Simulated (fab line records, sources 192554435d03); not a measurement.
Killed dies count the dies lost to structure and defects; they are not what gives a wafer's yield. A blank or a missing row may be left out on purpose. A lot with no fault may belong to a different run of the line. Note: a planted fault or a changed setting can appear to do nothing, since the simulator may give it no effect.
Problem report in the 8D (eight disciplines) form, filled by code :: flow n5_finfet :: the parts of the form that need people (team, actions taken, sign-off) are left out

1. PROBLEM STATEMENT
barrier_field_endpoint_s at N5_BEOL_M3_CMP_52 reads a mean of 20.1 s on 3 wafers of 2 lots; wafers without a fault read 24.8 s with a standard deviation of 0.59. That puts it -7.9 standard deviations away from the usual mean.
The step: polishes, stops on SiOC, t overpolish 6.8 s, target thk 40 nm.
Seen first at day 11 08:25 on cmp-02, wafer L644.4. At this step, 29 wafers from 10 lots have a number in the record. The rule behind "out" and "out of limits": a value lying over 4 standard deviations away from the usual mean. The other wafers with a number count as sound.

2. WHAT IT IS, WHAT IT ISN'T
question: which readings at this step
is: barrier_field_endpoint_s
is not: head_pressure_psi, motor_current_A

question: which lots
is: L644, L648
is not: L633, L634, L640, L641, L642, L652, L653, L656

question: which wafers of those lots
is: L644.4, L648.1, L648.4
is not: L644.5, L644.6

question: read on which tools
is: cmp-02, cmp-04
is not: cmp-03

question: when
is: from day 11 08:25
is not: up to then (17 sound wafers); but 9 sound wafers of L652, L653, L656 came after

3. WHAT RULES OUT EACH SUSPECT
Counting: any tool at a process step up to the reading remains a suspect provided it ran every lot that is out. Sound lots after the first of them don't rule it out here, since some wafers of a struck lot are sound.
- pecvd-01 at N5_BEOL_M3_PECVD_72 (deposits SiO2 from TEOS/O2, target thk 16 nm, time 18 s): kept. It ran every lot that is out, first L644 (day 10 11:48); its last sound lot up to then is L640 (day 9 06:20).
- rtp_anneal-02 at N5_BEOL_M3_ANNEAL_51 (time 90 s): kept. It ran every lot that is out, first L644 (day 11 08:09); its last sound lot up to then is L642 (day 10 00:14).
Remaining after the count are pecvd-01 at N5_BEOL_M3_PECVD_72 and rtp_anneal-02 at N5_BEOL_M3_ANNEAL_51.

4. THE CAUSE (what the simulator had put in)
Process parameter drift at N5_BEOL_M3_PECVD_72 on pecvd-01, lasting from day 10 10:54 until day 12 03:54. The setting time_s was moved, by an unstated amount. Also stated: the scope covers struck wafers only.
Counting left 2 suspects, and this tool is among them.

5. THE EFFECT CHAIN, in route order
Rows list readings where the struck wafers' mean (over those with a number) sits beyond 3 standard deviations from the usual. Only readings whose record carries a usual standard deviation are examined. hours: median over the lots of the time between each lot's start at the first step of this table that gives one and its start at this step. sigmas: the change, counted in usual standard deviations.
hours: 0
step: N5_BEOL_M3_CMP_52
reading: barrier_field_endpoint_s
usual: 24.8 s
on struck wafers: 20.1
change: -4.7
sigmas: -7.9
The process steps in it:
- N5_BEOL_M3_CMP_52: polishes, stops on SiOC, t overpolish 6.8 s, target thk 40 nm.
At these later measuring or inspecting steps, every struck wafer for which the step has a row has a number for every such reading, and none has moved that far: N5_BEOL_M4_RC_MEAS_101.

6. HOW IT WOULD HAVE BEEN CAUGHT EARLIER
In this record the first reading out of limits was taken at day 11 08:25, 22 hours after the fault began at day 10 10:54.
An alarm limit of 4 standard deviations would not have fired on the tool readings at N5_BEOL_M3_PECVD_72 for which the record gives a usual standard deviation, since none of them was out on any struck wafer.
Each of the lots that are out, 2 in all, had begun N5_BEOL_M3_PECVD_72 on pecvd-01 no later than day 11 08:25. Had the tool been put on hold then, not one of them would have been saved.
